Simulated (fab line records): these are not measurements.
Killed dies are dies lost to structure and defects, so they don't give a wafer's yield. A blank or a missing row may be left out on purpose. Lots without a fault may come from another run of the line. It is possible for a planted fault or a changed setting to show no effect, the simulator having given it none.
Matching of chambers / flow n5-finfet / N5_MOL_CONTACT_COAG_ETCH_91 on rie-diel-03 has 4 sister chambers
The step etches SOC in N2/H2, target depth 60 nm, overetch 21 nm, time 101.2 s. 8 wafers are shown with their chamber, then 9 later ones without.

## WAFERS PAIRED WITH THEIR CHAMBERS
wafer=L079.5; chamber=2; showerhead-plenum-p-Torr (Torr)=2.53; throttle-valve-pct (%)=17.63
wafer=L082.1; chamber=2; showerhead-plenum-p-Torr (Torr)=2.52; throttle-valve-pct (%)=17.65
wafer=L082.2; chamber=3; showerhead-plenum-p-Torr (Torr)=2.61; throttle-valve-pct (%)=17.86
wafer=L084.4; chamber=1; showerhead-plenum-p-Torr (Torr)=2.60; throttle-valve-pct (%)=17.93
wafer=L084.5; chamber=3; showerhead-plenum-p-Torr (Torr)=2.61; throttle-valve-pct (%)=17.85
wafer=L085.2; chamber=0; showerhead-plenum-p-Torr (Torr)=2.35; throttle-valve-pct (%)=18.09
wafer=L085.5; chamber=1; showerhead-plenum-p-Torr (Torr)=2.60; throttle-valve-pct (%)=17.94
wafer=L085.6; chamber=0; showerhead-plenum-p-Torr (Torr)=2.35; throttle-valve-pct (%)=18.06

## WAFERS WITHOUT THEIR CHAMBER
wafer=L086.2; showerhead-plenum-p-Torr (Torr)=2.35; throttle-valve-pct (%)=18.09
wafer=L086.5; showerhead-plenum-p-Torr (Torr)=2.35; throttle-valve-pct (%)=18.08
wafer=L086.6; showerhead-plenum-p-Torr (Torr)=2.60; throttle-valve-pct (%)=17.88
wafer=L090.1; showerhead-plenum-p-Torr (Torr)=2.52; throttle-valve-pct (%)=17.68
wafer=L090.4; showerhead-plenum-p-Torr (Torr)=2.35; throttle-valve-pct (%)=18.09
wafer=L090.6; showerhead-plenum-p-Torr (Torr)=2.60; throttle-valve-pct (%)=17.52
wafer=L092.1; showerhead-plenum-p-Torr (Torr)=2.60; throttle-valve-pct (%)=17.49
wafer=L092.2; showerhead-plenum-p-Torr (Torr)=2.51; throttle-valve-pct (%)=17.69
wafer=L092.3; showerhead-plenum-p-Torr (Torr)=2.35; throttle-valve-pct (%)=18.11

## WHICH CHAMBER EACH ONE RAN IN
wafer=L086.2; from the rows above=0; in truth=0
wafer=L086.5; from the rows above=0; in truth=0
wafer=L086.6; from the rows above=can't be placed: 3 or 1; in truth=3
wafer=L090.1; from the rows above=2; in truth=2
wafer=L090.4; from the rows above=0; in truth=0
wafer=L090.6; from the rows above=can't be placed: 2 or 3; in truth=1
wafer=L092.1; from the rows above=2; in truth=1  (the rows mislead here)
wafer=L092.2; from the rows above=2; in truth=2
wafer=L092.3; from the rows above=0; in truth=0
Correctly placed: 6 of 9. Unplaceable from these rows: 2, with the true chamber sitting among the candidates in 1. Placed wrongly: 1.
How it was worked out, from the rows above alone: a wafer's distance from a chamber is the root of the sum, over the readings, of the square of ((its reading less the chamber's mean) divided by the reading's scatter). If the next closest chamber is less than 2 further off than the closest, the wafer can't be placed; otherwise it belongs to the closest. A chamber's mean is the mean of its shown wafers. The scatter is the square root of a quotient: the sum, over the shown wafers, of each reading's squared deviation from its chamber's mean, divided by wafers minus chambers.
